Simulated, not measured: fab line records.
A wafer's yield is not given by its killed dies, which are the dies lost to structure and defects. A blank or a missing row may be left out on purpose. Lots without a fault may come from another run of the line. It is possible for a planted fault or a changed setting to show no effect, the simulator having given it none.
Chamber matching || flow nand-harc || NHARC_A_CONTACT_ETCH_30 on rie-diel-10: 4 sister chambers
The step etches the open film in CF4/CHF3, target depth 72.6 nm, time 36.3 s. 24 wafers are shown with their chamber, then 12 later ones without.

== WAFERS, EACH WITH ITS CHAMBER ==
{"wafer": "L833.4", "chamber": 2, "showerhead-plenum-p-Torr (Torr)": 1.47, "drypump-motor-current-A (A)": 5.88, "rf-vpp-V (V)": 366.3}
{"wafer": "L833.5", "chamber": 1, "showerhead-plenum-p-Torr (Torr)": 1.62, "drypump-motor-current-A (A)": 5.64, "rf-vpp-V (V)": 371.4}
{"wafer": "L833.6", "chamber": 0, "showerhead-plenum-p-Torr (Torr)": 1.49, "drypump-motor-current-A (A)": 5.61, "rf-vpp-V (V)": 368.5}
{"wafer": "L835.1", "chamber": 3, "showerhead-plenum-p-Torr (Torr)": 1.50, "drypump-motor-current-A (A)": 5.81, "rf-vpp-V (V)": 369.4}
{"wafer": "L835.2", "chamber": 0, "showerhead-plenum-p-Torr (Torr)": 1.49, "drypump-motor-current-A (A)": 5.62, "rf-vpp-V (V)": 367.4}
{"wafer": "L835.6", "chamber": 0, "showerhead-plenum-p-Torr (Torr)": 1.49, "drypump-motor-current-A (A)": 5.56, "rf-vpp-V (V)": 368.0}
{"wafer": "L834.3", "chamber": 2, "showerhead-plenum-p-Torr (Torr)": 1.46, "drypump-motor-current-A (A)": 5.86, "rf-vpp-V (V)": 367.3}
{"wafer": "L834.4", "chamber": 0, "showerhead-plenum-p-Torr (Torr)": 1.49, "drypump-motor-current-A (A)": 5.63, "rf-vpp-V (V)": 367.9}
{"wafer": "L834.6", "chamber": 0, "showerhead-plenum-p-Torr (Torr)": 1.49, "drypump-motor-current-A (A)": 5.65, "rf-vpp-V (V)": 367.2}
{"wafer": "L836.3", "chamber": 2, "showerhead-plenum-p-Torr (Torr)": 1.46, "drypump-motor-current-A (A)": 5.86, "rf-vpp-V (V)": 367.6}
{"wafer": "L836.5", "chamber": 1, "showerhead-plenum-p-Torr (Torr)": 1.62, "drypump-motor-current-A (A)": 5.56, "rf-vpp-V (V)": 372.4}
{"wafer": "L836.6", "chamber": 0, "showerhead-plenum-p-Torr (Torr)": 1.49, "drypump-motor-current-A (A)": 5.61, "rf-vpp-V (V)": 366.3}
{"wafer": "L838.2", "chamber": 2, "showerhead-plenum-p-Torr (Torr)": 1.46, "drypump-motor-current-A (A)": 5.89, "rf-vpp-V (V)": 366.9}
{"wafer": "L838.4", "chamber": 0, "showerhead-plenum-p-Torr (Torr)": 1.49, "drypump-motor-current-A (A)": 5.59, "rf-vpp-V (V)": 367.5}
{"wafer": "L838.5", "chamber": 0, "showerhead-plenum-p-Torr (Torr)": 1.49, "drypump-motor-current-A (A)": 5.63, "rf-vpp-V (V)": 368.2}
{"wafer": "L840.1", "chamber": 1, "showerhead-plenum-p-Torr (Torr)": 1.62, "drypump-motor-current-A (A)": 5.59, "rf-vpp-V (V)": 374.1}
{"wafer": "L840.3", "chamber": 2, "showerhead-plenum-p-Torr (Torr)": 1.46, "drypump-motor-current-A (A)": 5.90, "rf-vpp-V (V)": 366.7}
{"wafer": "L840.5", "chamber": 1, "showerhead-plenum-p-Torr (Torr)": 1.62, "drypump-motor-current-A (A)": 5.61, "rf-vpp-V (V)": 372.1}
{"wafer": "L844.2", "chamber": 2, "showerhead-plenum-p-Torr (Torr)": 1.46, "drypump-motor-current-A (A)": 5.89, "rf-vpp-V (V)": 367.3}
{"wafer": "L844.5", "chamber": 1, "showerhead-plenum-p-Torr (Torr)": 1.62, "drypump-motor-current-A (A)": 5.63, "rf-vpp-V (V)": 371.6}
{"wafer": "L844.6", "chamber": 0, "showerhead-plenum-p-Torr (Torr)": 1.49, "drypump-motor-current-A (A)": 5.57, "rf-vpp-V (V)": 367.5}
{"wafer": "L843.2", "chamber": 2, "showerhead-plenum-p-Torr (Torr)": 1.46, "drypump-motor-current-A (A)": 5.86, "rf-vpp-V (V)": 367.5}
{"wafer": "L843.4", "chamber": 1, "showerhead-plenum-p-Torr (Torr)": 1.62, "drypump-motor-current-A (A)": 5.61, "rf-vpp-V (V)": 372.9}
{"wafer": "L843.6", "chamber": 2, "showerhead-plenum-p-Torr (Torr)": 1.46, "drypump-motor-current-A (A)": 5.85, "rf-vpp-V (V)": 367.2}

SIGNATURES (means of the wafers above)
{"reading": "showerhead-plenum-p-Torr", "chamber 0": 1.4900, "chamber 1": 1.6200, "chamber 2": 1.4612, "chamber 3": 1.5000, "scatter within a chamber": 0.00209}
{"reading": "drypump-motor-current-A", "chamber 0": 5.6078, "chamber 1": 5.6067, "chamber 2": 5.8738, "chamber 3": 5.8100, "scatter within a chamber": 0.026}
{"reading": "rf-vpp-V", "chamber 0": 367.611, "chamber 1": 372.417, "chamber 2": 367.100, "chamber 3": 369.400, "scatter within a chamber": 0.691}
Rule: a wafer's distance from a chamber is the root of the sum, over the readings, of the square of ((its reading less the chamber's mean) divided by the reading's scatter). If the next closest chamber is less than 2 further off than the closest, the wafer can't be placed; otherwise it belongs to the closest. The scatter: the root of (the sum of the squares of (reading less its chamber's mean) over the shown wafers, divided by (wafers less chambers)).

== WAFERS WHOSE CHAMBER IS MISSING ==
{"wafer": "L842.3", "showerhead-plenum-p-Torr (Torr)": 1.62, "drypump-motor-current-A (A)": 5.64, "rf-vpp-V (V)": 371.7}
{"wafer": "L842.4", "showerhead-plenum-p-Torr (Torr)": 1.49, "drypump-motor-current-A (A)": 5.58, "rf-vpp-V (V)": 367.2}
{"wafer": "L842.6", "showerhead-plenum-p-Torr (Torr)": 1.62, "drypump-motor-current-A (A)": 5.64, "rf-vpp-V (V)": 374.5}
{"wafer": "L849.3", "showerhead-plenum-p-Torr (Torr)": 1.61, "drypump-motor-current-A (A)": 5.60, "rf-vpp-V (V)": 372.6}
{"wafer": "L849.4", "showerhead-plenum-p-Torr (Torr)": 1.49, "drypump-motor-current-A (A)": 5.61, "rf-vpp-V (V)": 367.8}
{"wafer": "L849.6", "showerhead-plenum-p-Torr (Torr)": 1.49, "drypump-motor-current-A (A)": 5.59, "rf-vpp-V (V)": 366.6}
{"wafer": "L848.1", "showerhead-plenum-p-Torr (Torr)": 1.48, "drypump-motor-current-A (A)": 5.64, "rf-vpp-V (V)": 367.7}
{"wafer": "L848.3", "showerhead-plenum-p-Torr (Torr)": 1.46, "drypump-motor-current-A (A)": 5.86, "rf-vpp-V (V)": 367.7}
{"wafer": "L848.5", "showerhead-plenum-p-Torr (Torr)": 1.46, "drypump-motor-current-A (A)": 5.88, "rf-vpp-V (V)": 366.3}
{"wafer": "L855.2", "showerhead-plenum-p-Torr (Torr)": 1.49, "drypump-motor-current-A (A)": 5.80, "rf-vpp-V (V)": 367.5}
{"wafer": "L855.5", "showerhead-plenum-p-Torr (Torr)": 1.49, "drypump-motor-current-A (A)": 5.84, "rf-vpp-V (V)": 366.5}
{"wafer": "L855.6", "showerhead-plenum-p-Torr (Torr)": 1.48, "drypump-motor-current-A (A)": 5.64, "rf-vpp-V (V)": 368.2}

== THE CHAMBER EACH PASSED THROUGH ==
{"wafer": "L842.3", "from the rows above": 1, "in truth": 1}
{"wafer": "L842.4", "from the rows above": 0, "in truth": 0}
{"wafer": "L842.6", "from the rows above": 1, "in truth": 1}
{"wafer": "L849.3", "from the rows above": 1, "in truth": 1}
{"wafer": "L849.4", "from the rows above": 0, "in truth": 0}
{"wafer": "L849.6", "from the rows above": 0, "in truth": 0}
{"wafer": "L848.1", "from the rows above": 0, "in truth": 0}
{"wafer": "L848.3", "from the rows above": 2, "in truth": 2}
{"wafer": "L848.5", "from the rows above": 2, "in truth": 2}
{"wafer": "L855.2", "from the rows above": "can't be placed: 3 or 0", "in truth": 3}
{"wafer": "L855.5", "from the rows above": 3, "in truth": 3}
{"wafer": "L855.6", "from the rows above": 0, "in truth": 0}
11 of 12 placed correctly. Not placeable from these rows: 1 (in 1, the candidates include the true chamber). Wrongly placed: 0.
